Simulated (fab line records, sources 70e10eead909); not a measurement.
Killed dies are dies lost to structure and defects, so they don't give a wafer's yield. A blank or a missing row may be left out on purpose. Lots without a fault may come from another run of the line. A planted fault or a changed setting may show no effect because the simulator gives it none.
Tool commonality check | flow nand_harc | 3 lots, 9 wafers sampled

WHY IT WAS OPENED
At NHARC_END_SORT_01 the reading killed_at_array is flagged on 3 of 3 lots. Wafers without a fault read 55, standard deviation 15.
Rule: a lot is flagged when every wafer of it that has a number lies more than 4 standard deviations from that mean, or none has a number. The other lots count as sound.

lot  | measured     | on        | killed_at_array, wafer by wafer | flag
L537 | day 29 17:17 | prober-01 | 676 669 673                     | FLAGGED
L538 | day 30 00:23 | prober-02 | 673 670 672                     | FLAGGED
L539 | day 31 01:29 | prober-02 | 670 668 673                     | FLAGGED
The numbers of the flagged lots are 672 on average: +617 against the usual, or +41 standard deviations.

WHICH TOOL RAN EACH LOT
The record holds 1 process step before the reading, out of a route of 1302 steps. In each cell: the tool, then ch and the chambers that the sampled wafers went through, then the start.
lot  | flag    | NHARC_A_CHANNEL_FILL_D1_STRIP_28
L537 | FLAGGED | rie_diel-09 ch 0,1, day 15 18:11
L538 | FLAGGED | rie_diel-11 ch 0,1,2, day 15 18:11
L539 | FLAGGED | rie_diel-11 ch 0,1,2, day 16 10:07
What these steps do:
- NHARC_A_CHANNEL_FILL_D1_STRIP_28: strips in O2, time 20 s.
- NHARC_END_SORT_01

FLAGGED OVER TOTAL, TOOL BY TOOL (the gauges that took the reading come last)
step                             | tool        | lots run | flagged | share of the flagged lots | sound lots run after its first flagged lot
NHARC_A_CHANNEL_FILL_D1_STRIP_28 | rie_diel-09 | 1        | 1       | some                      | 0
NHARC_A_CHANNEL_FILL_D1_STRIP_28 | rie_diel-11 | 2        | 2       | some                      | 0
NHARC_END_SORT_01                | prober-01   | 1        | 1       | some                      | 0
NHARC_END_SORT_01                | prober-02   | 2        | 2       | some                      | 0

WHAT THE TABLE ALLOWS
No row of the table ran every flagged lot.

WHAT THE SIMULATOR HAD PUT IN
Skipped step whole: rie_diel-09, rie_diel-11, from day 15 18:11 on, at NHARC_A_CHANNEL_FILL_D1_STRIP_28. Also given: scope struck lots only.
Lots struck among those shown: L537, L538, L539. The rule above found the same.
